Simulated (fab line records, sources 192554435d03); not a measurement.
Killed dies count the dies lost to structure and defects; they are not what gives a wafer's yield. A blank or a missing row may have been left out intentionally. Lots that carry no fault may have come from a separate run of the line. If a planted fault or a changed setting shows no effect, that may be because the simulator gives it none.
fab line records ; flow n5_finfet
record: lots: 5; wafers: 15; last_day: 17
route steps=1938 shown FIN_CUT@178 STI_FIN_REVEAL@183 BEOL_M4@1111 PASSIVATION@1936
lots untouched by any fault: they come from a run of this same line in which no faults occurred
start_h: the number of hours between the record's first day and the start of the first shown wafer of the lot ; wait_h: time in hours since the lot's previous step ; " identical to the entry in the row above ; L1.1+2: a row that stands for several wafers ; - either no value or no given start ; * or withheld: withheld ; < > ~ a bound
route shown NAME@n: NAME is a module with steps in the file, n the number in the route of the first one ; usual: mean and standard deviation over wafers with no fault ; same: alike in all rows ; chamber/n: place in a boat ; sites: the reading at each site ; _std_site: the values' standard deviation ; _edge_site: outer sites' mean less inner sites' ; radius_mm: for every site, how far away it sits from the centre of the wafer ; mask NAME#n: copy n ; behind: tool/chamber where the wafer was last shaped ; hold: the reason the lot was held/the length of the hold in hours/how it ended ; device: whichever transistor did not switch (one of n, p or np) ; end of line: tests of these same wafers at the route's end ; a step with no rows: only its recipe ; killed: at the first sort, the dies lost to defects and structure; wafer yield is something else ; map: per-die view of a wafer (x killed, . not killed, _ where there is no die)
set.NAME: the setting as run; set.NAME@STEP: as run at that earlier step ; model.NAME: the simulator's own value behind a step, which no gauge read
lots seen at some steps along the route; tables by step, rows by wafer
services: a tool's chamber out of use, with start hour (start_h, from the record's first day; less than 0 if before it), hours out, and reason
== steps ==
step: N5_FIN_CUT_STRIP_22
recipe: chemistry: N2/H2; power_w: 500; temp_c: 40; pressure_mtorr: 50; rf_frequency_hz: 6e+07; overash_fraction: 0.3; bias_power_w: 8; h2_frac: 0.5; n2_flow_sccm: 300; h2_flow_sccm: 300
step: N5_FIN_CUT_PRECLEAN_36
recipe: chemistry: O3/DIW; time_s: 60; temp_c: 22; o3_ppm: 10
step: N5_FIN_CUT_SRD_32
recipe: dry: ipa_marangoni; time_s: 30; temp_c: 23; rinse_liquid: diw
step: N5_FIN_CUT_UV_OZONE_34
recipe: time_s: 120; pressure_torr: 760; temp_c: 25
step: N5_STI_FIN_REVEAL_ALD_00
recipe: material: SiO2; target_thk_a: 10; temp_c: 300; ald_precursor_family: BDEAS; ald_co_reactant: O2-plasma; pulse_time_s: 1; pressure_torr: 2
step: N5_STI_FIN_REVEAL_ALD_14
recipe: material: Si3N4; target_thk_a: 30; temp_c: 400; ald_precursor_family: SiH2I2; ald_co_reactant: N2/H2-plasma; pressure_torr: 2
step: N5_STI_FIN_REVEAL_FCVD_FILL_01
recipe: material: SiO2_flowable; target_thk_a: 3120; temp_c: 100; pressure_torr: 0.8; rf_w: 2000; time_s: 512.2
step: N5_STI_FIN_REVEAL_DENSIFY_02
recipe: temp_c: 650; ambient: steam; time_s: 1800; idle_temp_c: 400; densification_p_h2o_torr: 640
step: N5_STI_FIN_REVEAL_CMP_04
recipe: stop_on: Si3N4; t_overpolish_s: 4; down_force_psi: 2; platen_rpm: 54.18; post_cmp_clean: alkaline_brush; pad_velocity_m_s: 1.078; target_thk_nm: 131.83
step: N5_STI_FIN_REVEAL_DENSIFY_30
recipe: temp_c: *; time_s: *; ambient: N2; idle_temp_c: 600; ramp_up_c_per_s: 150; ramp_down_c_per_s: 60; cool_to_c: 600
step: N5_STI_FIN_REVEAL_ETCHBACK_08
recipe: chemistry: C4F6/O2; target: SiO2; target_depth_a: 305; time_s: 10.167; ion_energy_ev: 250; pressure_mtorr: 30; source_w: 345; bias_w: 185; Ar_flow_sccm: 300; C4F6_flow_sccm: 10; O2_flow_sccm: 10
usual: C4F6_flow_sccm: 9.99/0.03; O2_flow_sccm: 10.00/0.032; drypump_motor_current_A: 5.6/0.5; oes_product_au: 0.78/0.066; rf_vpp_V: 665/7.3; showerhead_plenum_p_Torr: 2.86/0.093; throttle_valve_pct: 21.28/0.2
lot.wafer;tool;chamber;start_h;wait_h;C4F6_flow_sccm;O2_flow_sccm;drypump_motor_current_A;oes_product_au;rf_hours_counter_h;rf_vpp_V;showerhead_plenum_p_Torr;throttle_valve_pct
L811.1;rie_diel-05;2;96.70;0.2;-;-;-;-;-;-;-;-
L811.2;rie_diel-05;0;96.70;0.2;-;-;-;-;-;-;-;-
L811.6;rie_diel-05;3;96.70;0.2;-;-;-;-;-;-;-;-
L812.3;rie_diel-04;3;101.79;0.1;-;-;-;-;-;-;-;-
L812.4;rie_diel-04;0;101.79;0.1;-;-;-;-;-;-;-;-
L812.6;rie_diel-04;3;101.79;0.1;-;-;-;-;-;-;-;-
L813.2;rie_diel-05;0;108.82;0.2;-;-;-;-;-;-;-;-
L813.5;rie_diel-05;3;108.82;0.2;-;-;-;-;-;-;-;-
L813.6;rie_diel-05;2;108.82;0.2;-;-;-;-;-;-;-;-
L819.2;rie_diel-05;2;145.43;0.3;10.00;9.98;6.1;0.73;188;672;2.94;21.38
L819.5;rie_diel-05;0;145.43;0.3;10.01;9.99;4.9;0.71;-;674;2.93;21.53
L819.6;rie_diel-05;1;145.43;0.3;9.95;10.00;5.0;0.87;-;664;2.90;21.19
L823.1;rie_diel-05;1;166.49;0.2;9.91;10.03;5.0;0.85;55;665;2.89;21.20
L823.4;rie_diel-05;3;166.49;0.2;9.95;10.02;5.6;0.72;181;668;2.73;21.55
L823.6;rie_diel-05;2;166.49;0.2;9.99;9.99;6.1;0.72;-;671;2.93;21.38
step: N5_STI_FIN_REVEAL_STRIP_24
recipe: chemistry: N2/H2; time_s: 90; power_w: 100; temp_c: 40; pressure_mtorr: 100; rf_frequency_hz: 6e+07; bias_power_w: 3; n2_flow_sccm: 300; h2_flow_sccm: 300
step: N5_STI_FIN_REVEAL_PRECLEAN_25
recipe: chemistry: SPM; time_s: 90; temp_c: 120; mix: 4:1
step: N5_STI_FIN_REVEAL_PRECLEAN_26
recipe: chemistry: SC1; time_s: 45; temp_c: 46; mix: 1:2:100
step: N5_STI_FIN_REVEAL_PRECLEAN_29
recipe: chemistry: DHF; time_s: 30; temp_c: 25; dilution: 300:1
step: N5_STI_FIN_REVEAL_SRD_12
recipe: time_s: 30; temp_c: 23; rinse_liquid: diw; dry: ipa_marangoni
step: N5_STI_FIN_REVEAL_RECESS_09
recipe: chemistry: HF/NH3; target: SiO2; afs_cycles: 11; target_depth_a: 425; temp_c: 30; sublimation_temp_c: 180; sublimation_time_s: 60
step: N5_STI_FIN_REVEAL_STRIP_16
recipe: chemistry: H3PO4; material: SiNx; temp_c: 165; target_depth_a: 238; overetch_fraction: 0.4964; dry: ipa_marangoni
step: N5_STI_FIN_REVEAL_PRECLEAN_17
recipe: chemistry: NF3:NH3; afs_cycles: 1; temp_c: 30; time_s: 20; sublimation_temp_c: 180; sublimation_time_s: 60; pressure_torr: 3; rf_power_w: 30
step: N5_STI_FIN_REVEAL_ETCH_34
recipe: chemistry: H2; mode: isotropic; material: Si; target: Si; target_depth_a: 9.7; temp_c: 20; pressure_mtorr: 4.5; icp_w: 300; bias_w: 0; h2_flow_sccm: 7.5; he_flow_sccm: 142.5
step: N5_STI_FIN_REVEAL_OXIDATION_31
recipe: chemistry: O2_PLASMA_REMOTE; temp_c: 150; time_s: 20; pressure_mtorr: 1000; source_power_w: 2000; o2_flow_sccm: 3000
step: N5_STI_FIN_REVEAL_PRECLEAN_32
recipe: chemistry: NF3:NH3; afs_cycles: 1; temp_c: 30; time_s: 20; sublimation_temp_c: 180; sublimation_time_s: 60; pressure_torr: 3; rf_power_w: 30
step: N5_STI_FIN_REVEAL_STRIP_35
recipe: chemistry: H3PO4; material: Si3N4; temp_c: 165; target_depth_a: 40; time_s: 39
step: N5_STI_FIN_REVEAL_SRD_21
recipe: dry: ipa_marangoni; time_s: 30; temp_c: 23; rinse_liquid: diw
step: N5_STI_FIN_REVEAL_OXIDATION_33
recipe: chemistry: O2_PLASMA_REMOTE; temp_c: 150; time_s: 20; pressure_mtorr: 1000; source_power_w: 2000; o2_flow_sccm: 3000
step: N5_STI_FIN_REVEAL_CLEAN_19
recipe: chemistry: O3/DIW; temp_c: 25; time_s: 120; o3_ppm: 10
step: N5_STI_FIN_REVEAL_SRD_23
recipe: dry: ipa_marangoni; time_s: 30; temp_c: 23; rinse_liquid: diw
step: N5_STI_FIN_REVEAL_FIN_H_MEAS_10
usual: trench_depth_nm: 52.0/0.5
lot.wafer;tool;chamber;start_h;wait_h;trench_depth_nm
L811.1;ocd-01;-;99.89;0.0;22.0
L811.2;ocd-01;-;99.89;0.0;21.6
L811.6;ocd-01;-;99.89;0.0;21.9
L812.3;ocd-02;-;104.76;0.0;21.2
L812.4;ocd-02;-;104.76;0.0;21.5
L812.6;ocd-02;-;104.76;0.0;21.5
L813.2;ocd-02;-;111.77;0.0;21.5
L813.5;ocd-02;-;111.77;0.0;21.7
L813.6;ocd-02;-;111.77;0.0;21.4
L819.2;ocd-02;-;148.38;0.0;50.9
L819.5;ocd-02;-;148.38;0.0;52.3
L819.6;ocd-02;-;148.38;0.0;50.8
L823.1;ocd-01;-;169.44;0.0;52.3
L823.4;ocd-01;-;169.44;0.0;52.2
L823.6;ocd-01;-;169.44;0.0;51.9
step: N5_STI_FIN_REVEAL_PRECLEAN_18
recipe: chemistry: SC2; time_s: 45; temp_c: 35; mix: 1:1:50
step: N5_BEOL_M4_RC_MEAS_101
usual: DIBL_N: 36.0/1.4; DIBL_P: 36.1/1.4; IOFF_N: 0.153/0.02; IOFF_P: 0.211/0.026; ION_N: 673/8.7; ION_P: 463/6.7; SS_N: 71.5/0.5; SS_P: 73.3/0.54; VT_N: 250.1/2.4; VT_P: -250.2/2.9
lot.wafer;tool;chamber;start_h;wait_h;DIBL_N[mV/V];DIBL_P[mV/V];IOFF_N[nA/um];IOFF_P[nA/um];ION_N[uA/um];ION_P[uA/um];SS_N[mV/dec];SS_P[mV/dec];VT_N[mV];VT_P[mV]
L819.2;prober-02;0;280.95;0.2;35.9;34.7;0.137;0.207;672;462;70.7;73.0;253.0;-248.7
L819.5;prober-02;0;280.95;0.2;36.6;34.8;0.149;0.211;671;465;71.1;72.9;250.1;-248.3
L819.6;prober-02;0;280.95;0.2;36.7;35.8;0.154;0.226;672;465;71.5;73.7;251.1;-247.7
L823.1;prober-01;0;307.04;0.0;36.3;35.5;0.157;0.198;671;461;71.9;73.2;249.4;-254.7
L823.4;prober-01;0;307.04;0.0;38.2;37.9;0.188;0.249;673;466;72.2;73.6;249.9;-249.0
L823.6;prober-01;0;307.04;0.0;37.5;37.5;0.187;0.232;684;463;72.4;72.8;247.9;-249.3
step: N5_PASSIVATION_PROBE_49
usual: defect_limited_yield: 91.2/1.4; killed_at_M0_to_M3: 34/9.7; killed_at_M4_up: 14/5.2; killed_at_contacts: 13/6.7; killed_at_front_end: 39/11; killed_at_other: 3.6/2.6; killed_dies: 104/17; killed_on_rim: 13/3.8; killed_open: 69/12; killed_short: 34/8.2; sort_bin_5_function: 5.3/0.89; sort_bin_6_memory: 3.2/0.69; sort_n_pass: 1076/17; sort_yield_pct: 91.2/1.4
same: gross_dies: 1180; killed_at_back_side: 0; sort_bin_4_leakage[%]: 0; sort_bin_8_speed[%]: 0
lot.wafer;tool;chamber;start_h;wait_h;defect_limited_yield[%];killed_at_M0_to_M3;killed_at_M4_up;killed_at_contacts;killed_at_front_end;killed_at_other;killed_dies;killed_on_rim;killed_open;killed_short;sort_bin_5_function[%];sort_bin_6_memory[%];sort_n_pass;sort_yield_pct[%]
L812.3;prober-02;-;361.48;0.1;0;23;21;5;1126;5;1180;152;72;34;96.2;3.6;0;0
L812.4;prober-02;-;361.53;0.2;0;34;13;9;1120;4;1180;152;60;42;95.8;3.9;0;0
L812.6;prober-02;-;361.63;0.3;0;27;17;10;1124;2;1180;152;61;36;96.4;2.7;0;0
L811.1;prober-02;-;376.09;0.0;0;37;8;17;1110;8;1180;152;63;29;97.3;2.6;0;0
L811.2;prober-02;-;376.14;0.1;0;23;12;4;1140;1;1180;152;41;22;98.3;1.4;0;0
L811.6;prober-02;-;376.34;0.3;0;52;9;5;1112;2;1180;152;63;36;96.4;3.1;0;0
L813.2;prober-01;-;386.48;0.1;0;40;19;24;1091;6;1180;152;83;44;94.8;4.6;0;0
L813.5;prober-01;-;386.63;0.2;0;42;25;12;1100;1;1180;152;77;29;96.4;3.3;0;0
L813.6;prober-01;-;386.68;0.3;0;40;19;21;1095;5;1180;152;89;47;95.0;4.6;0;0
L819.2;prober-02;-;387.17;0.1;91.4;25;16;16;41;3;101;9;72;27;5.2;3.0;1079;91.4
L819.5;prober-02;-;387.32;0.2;91.6;21;8;16;46;8;99;10;60;38;5.1;3.1;1081;91.6
killed by level:class
L812.3 STI_FIN_REVEAL:area_etchback=1072 STI_FIN_REVEAL:geometric_particle:open=18 BEOL_M5:geometric_particle:open=8 FIN_SAQP:geometric_particle:short=7 BEOL_M2:geometric_particle:open=7 STARTING-WAFER:geometric_particle:short=6 GATE_CUT:geometric_particle:short=5 GATE_CUT:geometric_particle:open=5
L812.4 STI_FIN_REVEAL:area_etchback=1077 FIN_SAQP:geometric_particle:short=12 GATE_CUT:geometric_particle:short=9 BEOL_M2:geometric_particle:open=8 STI_FIN_REVEAL:geometric_particle:open=7 MOL_CONTACT_COAG:geometric_particle:open=7 BEOL_M3:geometric_particle:short=7 BEOL_M3:geometric_particle:open=6
L812.6 STI_FIN_REVEAL:area_etchback=1082 GATE_CUT:geometric_particle:short=11 BEOL_M0_SAQP:geometric_particle:short=10 MOL_CONTACT_COAG:geometric_particle:open=8 FIN_SAQP:geometric_particle:open=7 GATE_CUT:geometric_particle:open=6 BEOL_M0_SAQP:geometric_particle:open=6 BEOL_M4:geometric_particle:open=6
L811.1 STI_FIN_REVEAL:area_etchback=1084 MOL_CONTACT_COAG:geometric_particle:open=15 BEOL_M0_SAQP:geometric_particle:short=13 BEOL_M0_SAQP:geometric_particle:open=12 STI_FIN_REVEAL:geometric_particle:open=8 BEOL_M3:geometric_particle:open=4 BEOL_M4:geometric_particle:open=4 STARTING-WAFER:geometric_particle:open=4
L811.2 STI_FIN_REVEAL:area_etchback=1114 BEOL_M1:geometric_particle:open=8 STI_FIN_REVEAL:geometric_particle:open=6 BEOL_M0_SAQP:geometric_particle:open=4 BEOL_M0_SAQP:geometric_particle:short=4 STARTING-WAFER:geometric_particle:open=4 FIN_SAQP:geometric_particle:short=3 ILD0:geometric_particle:short=3
L811.6 STI_FIN_REVEAL:area_etchback=1080 BEOL_M0_SAQP:geometric_particle:short=13 ILD0:geometric_particle:open=7 BEOL_M0:geometric_particle:open=7 BEOL_M0_SAQP:geometric_particle:open=7 BEOL_M1:geometric_particle:open=7 BEOL_M2:geometric_particle:short=7 DUMMY_GATE:geometric_particle:open=5
L813.2 STI_FIN_REVEAL:area_etchback=1053 MOL_CONTACT_COAG:geometric_particle:open=18 BEOL_M0_SAQP:geometric_particle:open=13 BEOL_M4:geometric_particle:open=11 FIN_SAQP:geometric_particle:short=10 BEOL_M0_SAQP:geometric_particle:short=10 BEOL_M2:geometric_particle:open=7 FIN_SAQP:geometric_particle:open=6
L813.5 STI_FIN_REVEAL:area_etchback=1074 BEOL_M4:geometric_particle:open=16 BEOL_M0_SAQP:geometric_particle:open=11 MOL_CONTACT_COAG:geometric_particle:open=10 BEOL_M0_SAQP:geometric_particle:short=9 BEOL_M2:geometric_particle:open=9 FIN_SAQP:geometric_particle:open=6 STI_FIN_REVEAL:geometric_particle:open=4
L813.6 STI_FIN_REVEAL:area_etchback=1044 MOL_CONTACT_COAG:geometric_particle:open=18 STI_FIN_REVEAL:geometric_particle:open=10 FIN_SAQP:geometric_particle:open=9 FIN_SAQP:geometric_particle:short=9 BEOL_M4:geometric_particle:open=9 BEOL_M0_SAQP:geometric_particle:short=8 BEOL_M0_SAQP:geometric_particle:open=8
L819.2 FIN_SAQP:geometric_particle:open=15 MOL_CONTACT_COAG:geometric_particle:open=15 FIN_SAQP:geometric_particle:short=7 BEOL_M4:geometric_particle:open=7 BEOL_M1:geometric_particle:open=6 BEOL_M3:geometric_particle:open=6 STARTING-WAFER:geometric_particle:open=4 BEOL_M0_SAQP:geometric_particle:short=4
L819.5 GATE_CUT:geometric_particle:short=12 MOL_CONTACT_COAG:geometric_particle:open=12 FIN_SAQP:geometric_particle:open=8 STI_FIN_REVEAL:geometric_particle:open=6 FIN_SAQP:geometric_particle:short=5 BEOL_M3:geometric_particle:open=5 BEOL_M4:geometric_particle:open=5 GATE_CUT:geometric_particle:open=4
map L811.1 (x killed, . not)
_________________xxxxxxxxxxxx________________
______________xxxxxxxxxxxxxxxxxx_____________
___________xxxxxxxxxxxxxxxxxxxxxxxx__________
__________xxxxxxxxxxxxxxxxxxxxxxxxxx_________
________xxxxxxxxxxxxxxxxxxxxxxxxxxxxxx_______
_______xxxxxxxxxxxxxxxxxxxxxxxxxxxxxxxx______
______xxxxxxxxxxxxxxxxxxxxxxxxxxxxxxxxxx_____
_____xxxxxxxxxxxxxxxxxxxxxxxxxxxxxxxxxxxx____
____xxxxxxxxxxxxxxxxxxxxxxxxxxxxxxxxxxxxxx___
___xxxxxxxxxxxxxxxxxxxxxxxxxxxxxxxxxxxxxxxx__
___xxxxxxxxxxxxxxxxxxxxxxxxxxxxxxxxxxxxxxxx__
__xxxxxxxxxxxxxxxxxxxxxxxxxxxxxxxxxxxxxxxxxx_
__xxxxxxxxxxxxxxxxxxxxxxxxxxxxxxxxxxxxxxxxxx_
_xxxxxxxxxxxxxxxxxxxxxxxxxxxxxxxxxxxxxxxxxxxx
_xxxxxxxxxxxxxxxxxxxxxxxxxxxxxxxxxxxxxxxxxxxx
_xxxxxxxxxxxxxxxxxxxxxxxxxxxxxxxxxxxxxxxxxxxx
_xxxxxxxxxxxxxxxxxxxxxxxxxxxxxxxxxxxxxxxxxxxx
_xxxxxxxxxxxxxxxxxxxxxxxxxxxxxxxxxxxxxxxxxxxx
_xxxxxxxxxxxxxxxxxxxxxxxxxxxxxxxxxxxxxxxxxxxx
_xxxxxxxxxxxxxxxxxxxxxxxxxxxxxxxxxxxxxxxxxxxx
_xxxxxxxxxxxxxxxxxxxxxxxxxxxxxxxxxxxxxxxxxxxx
__xxxxxxxxxxxxxxxxxxxxxxxxxxxxxxxxxxxxxxxxxx_
__xxxxxxxxxxxxxxxxxxxxxxxxxxxxxxxxxxxxxxxxxx_
___xxxxxxxxxxxxxxxxxxxxxxxxxxxxxxxxxxxxxxxx__
___xxxxxxxxxxxxxxxxxxxxxxxxxxxxxxxxxxxxxxxx__
____xxxxxxxxxxxxxxxxxxxxxxxxxxxxxxxxxxxxxx___
_____xxxxxxxxxxxxxxxxxxxxxxxxxxxxxxxxxxxx____
______xxxxxxxxxxxxxxxxxxxxxxxxxxxxxxxxxx_____
_______xxxxxxxxxxxxxxxxxxxxxxxxxxxxxxxx______
________xxxxxxxxxxxxxxxxxxxxxxxxxxxxxx_______
__________xxxxxxxxxxxxxxxxxxxxxxxxxx_________
___________xxxxxxxxxxxxxxxxxxxxxxxx__________
______________xxxxxxxxxxxxxxxxxx_____________
_________________xxxxxxxxxxxx________________
map L812.3 (x killed, . not)
_________________xxxxxxxxxxxx________________
______________xxxxxxxxxxxxxxxxxx_____________
___________xxxxxxxxxxxxxxxxxxxxxxxx__________
__________xxxxxxxxxxxxxxxxxxxxxxxxxx_________
________xxxxxxxxxxxxxxxxxxxxxxxxxxxxxx_______
_______xxxxxxxxxxxxxxxxxxxxxxxxxxxxxxxx______
______xxxxxxxxxxxxxxxxxxxxxxxxxxxxxxxxxx_____
_____xxxxxxxxxxxxxxxxxxxxxxxxxxxxxxxxxxxx____
____xxxxxxxxxxxxxxxxxxxxxxxxxxxxxxxxxxxxxx___
___xxxxxxxxxxxxxxxxxxxxxxxxxxxxxxxxxxxxxxxx__
___xxxxxxxxxxxxxxxxxxxxxxxxxxxxxxxxxxxxxxxx__
__xxxxxxxxxxxxxxxxxxxxxxxxxxxxxxxxxxxxxxxxxx_
__xxxxxxxxxxxxxxxxxxxxxxxxxxxxxxxxxxxxxxxxxx_
_xxxxxxxxxxxxxxxxxxxxxxxxxxxxxxxxxxxxxxxxxxxx
_xxxxxxxxxxxxxxxxxxxxxxxxxxxxxxxxxxxxxxxxxxxx
_xxxxxxxxxxxxxxxxxxxxxxxxxxxxxxxxxxxxxxxxxxxx
_xxxxxxxxxxxxxxxxxxxxxxxxxxxxxxxxxxxxxxxxxxxx
_xxxxxxxxxxxxxxxxxxxxxxxxxxxxxxxxxxxxxxxxxxxx
_xxxxxxxxxxxxxxxxxxxxxxxxxxxxxxxxxxxxxxxxxxxx
_xxxxxxxxxxxxxxxxxxxxxxxxxxxxxxxxxxxxxxxxxxxx
_xxxxxxxxxxxxxxxxxxxxxxxxxxxxxxxxxxxxxxxxxxxx
__xxxxxxxxxxxxxxxxxxxxxxxxxxxxxxxxxxxxxxxxxx_
__xxxxxxxxxxxxxxxxxxxxxxxxxxxxxxxxxxxxxxxxxx_
___xxxxxxxxxxxxxxxxxxxxxxxxxxxxxxxxxxxxxxxx__
___xxxxxxxxxxxxxxxxxxxxxxxxxxxxxxxxxxxxxxxx__
____xxxxxxxxxxxxxxxxxxxxxxxxxxxxxxxxxxxxxx___
_____xxxxxxxxxxxxxxxxxxxxxxxxxxxxxxxxxxxx____
______xxxxxxxxxxxxxxxxxxxxxxxxxxxxxxxxxx_____
_______xxxxxxxxxxxxxxxxxxxxxxxxxxxxxxxx______
________xxxxxxxxxxxxxxxxxxxxxxxxxxxxxx_______
__________xxxxxxxxxxxxxxxxxxxxxxxxxx_________
___________xxxxxxxxxxxxxxxxxxxxxxxx__________
______________xxxxxxxxxxxxxxxxxx_____________
_________________xxxxxxxxxxxx________________
== services ==
tool;chamber;start_h;hours;kind
rie_diel-04;1;104.65;18.0;repair
== key ==
first_sign: step: N5_STI_FIN_REVEAL_ETCHBACK_08; reading: tool_record; direction: missing
effect: step: N5_STI_FIN_REVEAL_FIN_H_MEAS_10; reading: trench_depth_nm; direction: down; sigmas: 61; usual: 52.0; struck: 21.6
effect: step: N5_PASSIVATION_PROBE_49; reading: sort_bin_5_function; direction: up; sigmas: 99+; usual: 5.3; struck: 96.3
more_kills_born_at: N5_STI_FIN_REVEAL_ETCHBACK_08@rie_diel-05: 6449; N5_STI_FIN_REVEAL_ETCHBACK_08@rie_diel-04: 3231
met_at N5_STI_FIN_REVEAL_ETCHBACK_08
struck_wafers L811.1,L811.2,L811.6,L812.3,L812.4,L812.6,L813.2,L813.5,L813.6
later_rows_left_out L811.1,L811.2,L811.6,L812.3,L812.4,L812.6,L813.2,L813.5,L813.6
fault: kind: skipped_step_whole; tool: rie_diel-04,rie_diel-05; chamber: -; onset_h: 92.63; steps: N5_STI_FIN_REVEAL_ETCHBACK_08; scope: struck_lots_only
later_rows_left_out: the simulator's readings of these wafers behind a module that went badly wrong aren't trusted and aren't shown, but for the sort
